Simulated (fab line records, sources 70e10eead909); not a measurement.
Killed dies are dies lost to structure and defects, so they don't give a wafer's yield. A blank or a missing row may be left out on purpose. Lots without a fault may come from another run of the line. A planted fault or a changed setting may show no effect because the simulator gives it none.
fab line records | flow nand_harc | part 1 of 2: steps 1 to 23 of 31
record lots=5 wafers=15 last_day=34
route steps=1302 shown A_CONTACT@1091 A_BLC@1107
lots that met no fault: from a run of the same line without faults
start_h: hours from the record's first day to the start of the lot's first wafer shown | wait_h: hours since the lot's step before | " the same as in the row above | L1.1+2: a row that stands for several wafers | - no value, or no start given | * or withheld: withheld | < > ~ a bound
route shown NAME@n: a module of which the file shows steps, and the number in the route of the first | usual: mean/standard deviation of fault-free wafers | same: alike in all rows | chamber/n: place in a boat | sites: the reading at each site | _std_site: their standard deviation | _edge_site: outer sites' mean less inner sites' | radius_mm: how far each site lies from the wafer's centre | mask NAME#n: copy n | behind: the tool/chamber that last shaped the wafer | hold: why the lot was held/for how many hours/how that ended | device: the transistor (n, p or np) that didn't switch | end of line: the same wafers' tests at the end of the route | a step without rows: its recipe alone | killed: dies lost to structure and defects at the first sort, not the wafer's yield | map: a wafer's dies, x killed, . not, _ none there
set.NAME: the setting as run; set.NAME@STEP: as run at that earlier step | model.NAME: the simulator's own value behind a step, which no gauge read
lots at some steps of the route; a table a step, a row a wafer
services: from which hour (start_h, from the record's first day; less than 0 if before it) a tool's chamber was out of use, for how many hours, and why
## steps
# step NHARC_A_CONTACT_ETCH_139
# recipe source_w=withheld pressure_mtorr=20 bias_v=400 time_s=195 target_depth_a=8400 ar_flow_sccm=withheld c4f8_flow_sccm=11.5 o2_flow_sccm=7.2 chemistry=C4F8/O2/Ar
# columns lot.wafer tool chamber start_h wait_h rf_hours_counter_h
L080.1 har_cap_etch-02 1 590.19 0.2 105
L080.2 " 0 " " 105
L080.3 " 0 " " -
L087.3 har_cap_etch-03 1 642.58 0.2 -
L087.5 " 0 " " -
L087.6 " 1 " " -
L085.1 har_cap_etch-03 1 645.00 0.2 68
L085.2 " 0 " " 68
L085.4 " 0 " " -
L091.3 har_cap_etch-01 0 659.81 0.2 -
L091.5 " 1 " " -
L091.6 " 0 " " -
L095.3 har_cap_etch-01 1 749.05 0.2 -
L095.4 " 0 " " -
L095.5 " 0 " " -
# step NHARC_A_CONTACT_ETCH_92
# recipe target_depth_a=400 over_etch_frac=0.5 time_s=85.7 ion_energy_ev=120 ch3f_flow_sccm=50 o2_flow_sccm=30 ar_flow_sccm=200 rf_w=500 bias_w=100 chemistry=CH3F/O2
# usual drypump_motor_current_A=5.8/0.42 oes_product_au=0.939/0.023 rf_vpp_V=244.1/1.6 showerhead_plenum_p_Torr=2.43/0.092 throttle_valve_pct=20.663/0.0085
# columns lot.wafer tool chamber start_h wait_h drypump_motor_current_A oes_product_au rf_hours_counter_h rf_vpp_V showerhead_plenum_p_Torr throttle_valve_pct
L080.2 rie_diel-08 0 590.75 0.5 6.0 0.926 14 247.1 2.59 20.656
L080.3 " 1 " " 6.6 0.931 13 243.7 2.39 20.667
L080.1 " 3 " " 5.7 0.928 7 243.9 2.34 20.664
L087.3 rie_diel-10 0 643.03 0.4 5.5 0.924 10 242.5 2.34 20.657
L087.6 " 2 " " 5.6 0.926 - 245.9 2.66 20.687
L087.5 " 3 " " 5.5 0.933 - 242.8 2.31 20.653
L085.1 rie_diel-08 2 645.56 0.5 6.5 0.928 21 247.7 2.53 20.671
L085.4 " 3 " " 5.7 0.925 23 243.3 2.34 20.665
L085.2 " 1 " " 6.6 0.934 28 243.0 2.39 20.656
L091.3 rie_diel-08 1 660.29 0.4 6.6 0.934 35 244.7 2.38 20.664
L091.6 " 2 " " 6.5 0.937 - 245.4 2.53 20.669
L091.5 " 3 " " 5.7 0.917 - 242.4 2.33 20.669
L095.3 rie_diel-10 0 749.52 0.4 5.5 0.988 50 241.5 2.32 20.663
L095.4 " 2 " " 5.5 1.005 57 246.5 2.64 20.656
L095.5 " 0 " " 5.5 0.996 - 241.0 2.32 20.660
# step NHARC_A_CONTACT_ETCH_98
# recipe target_depth_a=200 over_etch_frac=0.5 time_s=10 ion_energy_ev=250 c4f6_flow_sccm=25 o2_flow_sccm=20 ar_flow_sccm=500 rf_w=600 bias_w=500 chemistry=C4F6/O2
# usual drypump_motor_current_A=5.9/0.43 oes_product_au=0.959/0.022 rf_vpp_V=545.8/2.9 showerhead_plenum_p_Torr=3.87/0.14 throttle_valve_pct=26.903/0.0092
# columns lot.wafer tool chamber start_h wait_h drypump_motor_current_A oes_product_au rf_hours_counter_h rf_vpp_V showerhead_plenum_p_Torr throttle_valve_pct
L080.3 rie_diel-08 1 - - 6.6 0.977 13 544.5 3.82 26.910
L080.2 " 2 " " 6.5 0.952 7 548.6 4.04 26.908
L080.1 " 3 " " 5.7 0.953 7 543.7 3.75 26.887
L087.3 rie_diel-10 2 - - 5.5 0.958 13 552.3 4.22 26.904
L087.6 " 0 " " 5.5 0.933 - 542.0 3.74 26.907
L087.5 " 1 " " 5.3 0.918 - 546.1 3.92 26.897
L085.1 rie_diel-08 2 - - 6.5 0.961 21 547.5 4.03 26.902
L085.2 " 0 " " 6.0 0.933 30 551.4 4.11 26.912
L085.4 " 1 " " 6.6 0.955 28 544.6 3.81 26.914
L091.3 rie_diel-08 2 - - 6.5 0.988 29 549.9 4.03 26.898
L091.5 " 1 " " 6.6 0.979 - 545.5 3.81 26.903
L091.6 " 2 " " 6.5 0.991 - 549.1 4.03 26.890
L095.3 rie_diel-10 2 - - 5.6 1.021 57 551.3 4.19 26.904
L095.4 " 0 " " 5.5 1.004 50 542.1 3.71 26.911
L095.5 " 3 " " 5.5 1.012 - 541.9 3.68 26.891
# step NHARC_A_CONTACT_CD_MEAS_15
# usual cd_nm=190.0/0.82
# columns lot.wafer tool chamber start_h wait_h cd_nm
L080.1 cd_sem-02 - 590.97 - 189.4
L080.2 " - " " 188.4
L080.3 " - " " 189.6
L087.3 cd_sem-01 - 643.23 - 189.8
L087.5 " - " " 190.8
L087.6 " - " " 190.1
L085.1 cd_sem-02 - 645.78 - 189.9
L085.2 " - " " 189.9
L085.4 " - " " 190.2
L091.3 cd_sem-03 - 661.50 - 189.0
L091.5 " - " " 190.5
L091.6 " - " " 189.8
L095.3 cd_sem-02 - 749.74 - 190.6
L095.4 " - " " 189.9
L095.5 " - " " 190.6
# step NHARC_A_CONTACT_STRIP_107
# recipe n2_flow_sccm=150 h2_flow_sccm=150 ar_flow_sccm=0 bias_w=0 chemistry=N2/H2
# columns lot.wafer tool chamber start_h wait_h
L080.3+2+1 rie_diel-01 1,3,0 591.04 0.1
L087.3+5+6 rie_diel-10 3,2,3 643.31 0.1
L085.4+1+2 rie_diel-08 0,1,3 645.86 0.1
L091.3+6+5 rie_diel-01 0,0,1 661.57 0.1
L095.3+4+5 rie_diel-08 2,0,3 749.81 0.1
# step NHARC_A_CONTACT_STRIP_108
# recipe cf4_flow_sccm=100 chf3_flow_sccm=30 ar_flow_sccm=0 bias_w=0 chemistry=CF4/CHF3
# columns lot.wafer tool chamber start_h wait_h
L080.2+3+1 rie_diel-01 1,2,0 591.14 0.1
L087.3+5+6 rie_diel-10 0,3,0 643.39 0.1
L085.2+4+1 rie_diel-08 1,2,3 646.00 0.1
L091.3+5+6 rie_diel-01 1,3,0 661.67 0.1
L095.3+4+5 rie_diel-08 3,1,3 749.91 0.1
# step NHARC_A_CONTACT_STRIP_109
# recipe o2_flow_sccm=400 cos_flow_sccm=20 ar_flow_sccm=0 bias_w=0 chemistry=O2/COS
# columns lot.wafer tool chamber start_h wait_h
L080.3+2+1 rie_diel-01 3,0,2 591.20 0.1
L087.3+5+6 rie_diel-10 1,3,0 643.46 0.1
L085.4+1+2 rie_diel-08 2,3,1 646.12 0.1
L091.3+6+5 rie_diel-01 2,2,3 661.72 0.1
L095.4+3+5 rie_diel-08 1,2,1 749.97 0.0
# step NHARC_A_CONTACT_ETCH_110
# recipe target_depth_a=600 overetch_a=60 time_s=33 ion_energy_ev=100 cf4_flow_sccm=80 o2_flow_sccm=20 ar_flow_sccm=0 rf_w=300 bias_w=100 chemistry=CF4/O2
# usual drypump_motor_current_A=5.8/0.42 oes_product_au=1.004/0.01 rf_vpp_V=197.3/1.3 showerhead_plenum_p_Torr=1.31/0.046 throttle_valve_pct=13.398/0.0082
# columns lot.wafer tool chamber start_h wait_h drypump_motor_current_A oes_product_au rf_hours_counter_h rf_vpp_V showerhead_plenum_p_Torr throttle_valve_pct
L080.2 rie_diel-01 0 591.26 0.1 5.6 0.998 5 197.1 1.29 13.390
L080.1 " 1 " " 6.4 1.030 4 198.9 1.34 13.395
L080.3 " 3 " " 5.4 1.008 5 197.0 1.32 13.400
L087.3 rie_diel-10 0 643.52 0.1 5.5 1.003 10 195.5 1.27 13.398
L087.5 " 3 " " 5.5 1.002 - 195.4 1.25 13.405
L087.6 " 0 " " 5.5 1.003 - 194.3 1.27 13.400
L085.2 rie_diel-08 1 646.18 0.1 6.6 1.021 28 196.4 1.30 13.383
L085.4 " 2 " " 6.5 1.007 21 198.9 1.37 13.393
L085.1 " 3 " " 5.6 0.998 23 196.8 1.27 13.404
L091.3 rie_diel-01 1 661.79 0.1 6.4 1.020 21 196.7 1.34 13.393
L091.6 " 0 " " 5.6 1.001 - 196.8 1.29 13.383
L091.5 " 1 " " 6.3 1.019 - 197.9 1.34 13.412
L095.4 rie_diel-08 0 750.04 0.1 5.9 0.984 6 199.3 1.39 13.395
L095.3 " 1 " " 6.6 1.001 8 196.7 1.29 13.399
L095.5 " 3 " " 5.7 0.984 - 196.5 1.26 13.392
# step NHARC_A_CONTACT_STRIP_26
# recipe o2_flow_sccm=500 ar_flow_sccm=0 bias_w=0 chemistry=O2
# usual drypump_motor_current_A=5.8/0.42 oes_product_au=1.003/0.0095 rf_vpp_V=57.6/0.89 showerhead_plenum_p_Torr=3.47/0.11 throttle_valve_pct=17.035/0.0099
# columns lot.wafer tool chamber start_h wait_h drypump_motor_current_A oes_product_au rf_hours_counter_h rf_vpp_V showerhead_plenum_p_Torr throttle_valve_pct
L080.3 rie_diel-01 2 - - 5.9 0.999 5 57.4 3.37 17.017
L080.2 " 3 " " 5.4 1.012 6 56.7 3.49 17.039
L080.1 " 0 " " 5.6 0.995 5 58.8 3.42 17.023
L087.3 rie_diel-10 0 - - 5.5 1.001 10 57.0 3.36 17.033
L087.6 " 0 " " 5.5 1.005 - 57.5 3.36 17.046
L087.5 " 1 " " 5.3 0.986 - 57.8 3.52 17.032
L085.1 rie_diel-08 1 - - 6.6 1.002 28 57.7 3.43 17.024
L085.2 " 3 " " 5.7 1.001 23 55.6 3.36 17.019
L085.4 " 0 " " 5.9 1.003 30 57.9 3.70 17.026
L091.3 rie_diel-01 2 - - 5.9 0.993 20 58.5 3.36 17.045
L091.5 " 2 " " 5.9 0.990 - 56.7 3.36 17.030
L091.6 " 3 " " 5.4 1.002 - 57.9 3.49 17.040
L095.3 rie_diel-08 1 - - 6.6 1.005 8 57.9 3.40 17.047
L095.4 " 2 " " 6.5 1.001 7 57.5 3.61 17.050
L095.5 " 0 " " 6.0 0.994 - 56.5 3.68 17.034
# step NHARC_A_CONTACT_STRIP_27
# recipe time_s=600 temp_c=30 chemistry=post_etch_residue_remover
# columns lot.wafer tool chamber start_h wait_h
L080.2+1+3 wet_bench-07 3,4,6 591.64 -
L087.3+6+5 wet_bench-01 0,2,4 643.90 -
L085.2+1+4 wet_bench-01 1,4,6 646.56 -
L091.6+3+5 wet_bench-01 5,6,1 662.17 -
L095.5+3+4 wet_bench-01 5,7,1 750.42 -
# step NHARC_A_CONTACT_ALD_18
# recipe target_thk_a=30 pulse_time_s=1 ald_cycles=150 temp_c=450 material=TiN
# usual heater_power_w=1075/120 precursor_pulse_height_rel=1.001/0.021
# columns lot.wafer tool chamber start_h wait_h heater_power_w precursor_pulse_height_rel
L080.3 ald_metal-04 3 591.91 - 1050 1.013
L080.1 " 0 " " 898 0.960
L080.2 " 1 " " 1017 1.021
L087.3 ald_metal-01 1 644.20 - 1077 0.969
L087.5 " 3 " " 1006 1.004
L087.6 " 0 " " 1299 1.043
L085.4 ald_metal-04 1 646.84 - 1045 1.011
L085.2 " 2 " " 1222 1.002
L085.1 " 3 " " 1056 1.031
L091.3 ald_metal-02 2 662.44 - 1168 1.018
L091.6 " 2 " " 1165 1.052
L091.5 " 3 " " 1090 0.999
L095.4 ald_metal-04 2 750.71 - 1206 1.007
L095.3 " 3 " " 965 0.987
L095.5 " 2 " " 1197 1.002
# step NHARC_A_CONTACT_CVD_19
# recipe target_thk_a=3000 temp_c=300 pressure_torr=40 wf6_flow_sccm=40 h2_flow_sccm=1600 ar_flow_sccm=1560 time_s=802 material=W
# usual heater_power_w=483/29 throttle_valve_pct=8.22/0.21
# columns lot.wafer tool chamber start_h wait_h heater_power_w throttle_valve_pct
L080.2 cvd_w-01 0 - - 496 7.86
L080.1 " 1 " " 476 8.15
L080.3 " 1 " " 472 8.49
L087.3 cvd_w-01 0 - - 499 8.30
L087.6 " 0 " " 503 7.86
L087.5 " 1 " " 485 8.36
L085.2 cvd_w-01 1 - - 492 8.13
L085.1 " 0 " " 496 7.86
L085.4 " 1 " " 488 8.04
L091.3 cvd_w-02 1 - - 443 8.44
L091.6 " 0 " " 503 8.31
L091.5 " 1 " " 434 8.42
L095.4 cvd_w-02 0 - - 501 8.05
L095.3 " 1 " " 441 8.44
L095.5 " 0 " " 512 8.22
# step NHARC_A_CONTACT_CMP_20
# recipe t_overpolish_s=30 target_thk_nm=300
# usual motor_current_A=12.5/0.93 overpolish_run_s=30.001/0.0089 time_to_endpoint_s=58.0/2.6
# columns lot.wafer tool chamber start_h wait_h motor_current_A overpolish_run_s time_to_endpoint_s
L080.2 cmp-02 3 592.99 0.8 12.9 29.997 59.8
L080.3 " 0 " " 11.6 30.008 55.6
L080.1 " 1 " " 13.1 29.990 56.7
L087.3 cmp-04 3 645.34 0.6 10.5 30.003 58.2
L087.5 " 0 " " 11.0 29.995 61.3
L087.6 " 1 " " 12.9 29.987 59.1
L085.1 cmp-04 0 647.94 0.7 11.4 30.006 62.2
L085.2 " 1 " " 12.8 30.000 59.7
L085.4 " 2 " " 13.5 29.999 59.6
L091.3 cmp-02 2 663.60 0.5 12.6 29.996 56.2
L091.6 " 3 " " 13.4 29.995 57.6
L091.5 " 0 " " 11.9 30.002 52.0
L095.4 cmp-02 3 751.81 0.5 13.8 30.011 63.9
L095.3 " 0 " " 11.9 30.006 56.3
L095.5 " 3 " " 12.4 29.992 60.3
# step NHARC_A_CONTACT_SRD_22
# columns lot.wafer tool chamber start_h wait_h
L080.2+3+1 wet_bench-07 6,7,0 593.33 0.0
L087.3+6+5 wet_bench-01 3,4,5 645.60 0.1
L085.4+1+2 wet_bench-05 6,0,1 648.23 0.0
L091.5+3+6 wet_bench-01 2,5,7 663.84 0.0
L095.5+3+4 wet_bench-07 6,7,2 752.10 0.0
# step NHARC_A_CONTACT_INSPECT_23
# usual raw_defect_count=504/110
# columns lot.wafer tool chamber start_h wait_h raw_defect_count
L080.1 defect_inspect-02 - 593.40 0.1 361
L080.2 " - " " 385
L080.3 " - " " 384
L087.3 defect_inspect-01 - 645.67 0.1 517
L087.5 " - " " 597
L087.6 " - " " 626
L085.1 defect_inspect-02 - 648.31 0.1 895
L085.2 " - " " 636
L085.4 " - " " 571
L091.3 defect_inspect-02 - 663.93 0.1 666
L091.5 " - " " 583
L091.6 " - " " 870
L095.3 defect_inspect-01 - 752.19 0.1 314
L095.4 " - " " 285
L095.5 " - " " 382
# step NHARC_A_BLC_DEHYDRATE_00
# recipe temp_c=150 time_s=120
# usual chill_plate_temp_C=23.02/0.094
# columns lot.wafer tool chamber start_h wait_h chill_plate_temp_C
L080.1 litho_track-06 0 593.46 0.1 23.04
L080.2 " 0 " " 22.97
L080.3 " 0 " " 23.05
L087.3 litho_track-01 0 645.73 0.1 23.00
L087.5 " 0 " " 23.02
L087.6 " 0 " " 22.91
L085.1 litho_track-01 0 648.37 0.1 22.92
L085.2 " 0 " " 23.00
L085.4 " 0 " " 23.03
L091.3 litho_track-04 0 663.98 0.1 23.14
L091.5 " 0 " " 23.16
L091.6 " 0 " " 23.04
L095.3 litho_track-01 0 752.24 0.1 22.86
L095.4 " 0 " " 22.91
L095.5 " 0 " " 23.03
# step NHARC_A_BLC_HMDS_01
# recipe time_s=30
# usual chill_plate_temp_C=22.98/0.11
# columns lot.wafer tool chamber start_h wait_h chill_plate_temp_C
L080.1 litho_track-06 0 - - 22.97
L080.2 " 0 " " 22.83
L080.3 " 0 " " 22.74
L087.3 litho_track-01 0 - - 23.08
L087.5 " 0 " " 23.03
L087.6 " 0 " " 22.99
L085.1 litho_track-01 0 - - 23.00
L085.2 " 0 " " 22.97
L085.4 " 0 " " 23.02
L091.3 litho_track-04 0 - - 23.08
L091.5 " 0 " " 22.97
L091.6 " 0 " " 23.06
L095.3 litho_track-01 0 - - 22.93
L095.4 " 0 " " 22.87
L095.5 " 0 " " 23.04
# step NHARC_A_BLC_COAT_02
# recipe temp_c=260 time_s=75
# usual chill_plate_temp_C=22.99/0.1
# columns lot.wafer tool chamber start_h wait_h chill_plate_temp_C
L080.1 litho_track-06 0 - - 22.93
L080.2 " 0 " " 22.89
L080.3 " 0 " " 22.92
L087.3 litho_track-01 0 - - 22.79
L087.5 " 0 " " 22.96
L087.6 " 0 " " 23.01
L085.1 litho_track-01 0 - - 23.03
L085.2 " 0 " " 23.09
L085.4 " 0 " " 23.06
L091.3 litho_track-04 0 - - 22.88
L091.5 " 0 " " 23.02
L091.6 " 0 " " 22.85
L095.3 litho_track-01 0 - - 22.96
L095.4 " 0 " " 23.09
L095.5 " 0 " " 23.10
# step NHARC_A_BLC_COAT_03
# recipe temp_c=225 time_s=65
# usual chill_plate_temp_C=23.02/0.089
# columns lot.wafer tool chamber start_h wait_h chill_plate_temp_C
L080.1 litho_track-06 0 - - 23.12
L080.2 " 0 " " 22.95
L080.3 " 0 " " 23.08
L087.3 litho_track-01 0 - - 22.95
L087.5 " 0 " " 22.88
L087.6 " 0 " " 23.02
L085.1 litho_track-01 0 - - 23.01
L085.2 " 0 " " 22.90
L085.4 " 0 " " 23.01
L091.3 litho_track-04 0 - - 23.00
L091.5 " 0 " " 23.08
L091.6 " 0 " " 22.92
L095.3 litho_track-01 0 - - 22.97
L095.4 " 0 " " 22.92
L095.5 " 0 " " 23.12
# step NHARC_A_BLC_COAT_04
# recipe spin_rpm=1500 resist_thk_nm=90
# usual chill_plate_temp_C=23.01/0.11 dispense_pressure_kPa=52.9/2.3
# columns lot.wafer tool chamber start_h wait_h chill_plate_temp_C dispense_pressure_kPa
L080.1 litho_track-06 0 - - 23.16 54.7
L080.2 " 0 " " 23.07 54.7
L080.3 " 0 " " 23.11 54.7
L087.3 litho_track-01 0 - - 22.99 50.4
L087.5 " 0 " " 22.95 50.4
L087.6 " 0 " " 23.18 50.4
L085.1 litho_track-01 0 - - 22.95 50.3
L085.2 " 0 " " 22.98 50.4
L085.4 " 0 " " 22.89 50.4
L091.3 litho_track-04 0 - - 23.06 55.6
L091.5 " 0 " " 22.93 55.6
L091.6 " 0 " " 23.27 55.5
L095.3 litho_track-01 0 - - 22.91 50.4
L095.4 " 0 " " 23.00 50.3
L095.5 " 0 " " 22.96 50.4
# step NHARC_A_BLC_SOFTBAKE_05
# recipe temp_c=105 time_s=55
# usual chill_plate_temp_C=23.01/0.096
# columns lot.wafer tool chamber start_h wait_h chill_plate_temp_C
L080.1 litho_track-06 0 - - 23.18
L080.2 " 0 " " 23.07
L080.3 " 0 " " 23.05
L087.3 litho_track-01 0 - - 22.99
L087.5 " 0 " " 23.01
L087.6 " 0 " " 22.95
L085.1 litho_track-01 0 - - 23.02
L085.2 " 0 " " 22.92
L085.4 " 0 " " 23.01
L091.3 litho_track-04 0 - - 23.01
L091.5 " 0 " " 22.93
L091.6 " 0 " " 22.93
L095.3 litho_track-01 0 - - 23.01
L095.4 " 0 " " 23.05
L095.5 " 0 " " 23.10
# step NHARC_A_BLC_EBR_06
# usual chill_plate_temp_C=23.03/0.1
# columns lot.wafer tool chamber start_h wait_h chill_plate_temp_C
L080.1 litho_track-06 0 - - 22.90
L080.2 " 0 " " 22.87
L080.3 " 0 " " 22.98
L087.3 litho_track-01 0 - - 22.95
L087.5 " 0 " " 22.90
L087.6 " 0 " " 22.86
L085.1 litho_track-01 0 - - 23.11
L085.2 " 0 " " 22.99
L085.4 " 0 " " 23.01
L091.3 litho_track-04 0 - - 22.93
L091.5 " 0 " " 22.95
L091.6 " 0 " " 22.89
L095.3 litho_track-01 0 - - 23.10
L095.4 " 0 " " 22.97
L095.5 " 0 " " 23.14
# step NHARC_A_BLC_EXPOSE_07
# recipe na=1.35 target_cd_nm=100 dose_mj=67.97 mask_id=A_BLC
# usual stage_vel_mm_s=500.03/0.24
# columns lot.wafer tool chamber start_h wait_h mask stage_vel_mm_s
L080.1 arfi_scanner-01 0 593.77 - A_BLC#0 500.15
L080.2 " 0 " " A_BLC#0 500.18
L080.3 " 0 " " A_BLC#0 500.01
L087.3 arfi_scanner-02 0 645.92 - A_BLC#0 500.15
L087.5 " 0 " " A_BLC#0 500.22
L087.6 " 0 " " A_BLC#0 500.07
L085.1 arfi_scanner-01 0 648.68 - A_BLC#0 499.87
L085.2 " 0 " " A_BLC#0 499.72
L085.4 " 0 " " A_BLC#0 499.88
L091.3 arfi_scanner-01 0 664.30 - A_BLC#0 499.97
L091.5 " 0 " " A_BLC#0 499.56
L091.6 " 0 " " A_BLC#0 500.07
L095.3 arfi_scanner-03 0 752.56 - A_BLC#0 500.05
L095.4 " 0 " " A_BLC#0 499.76
L095.5 " 0 " " A_BLC#0 500.36
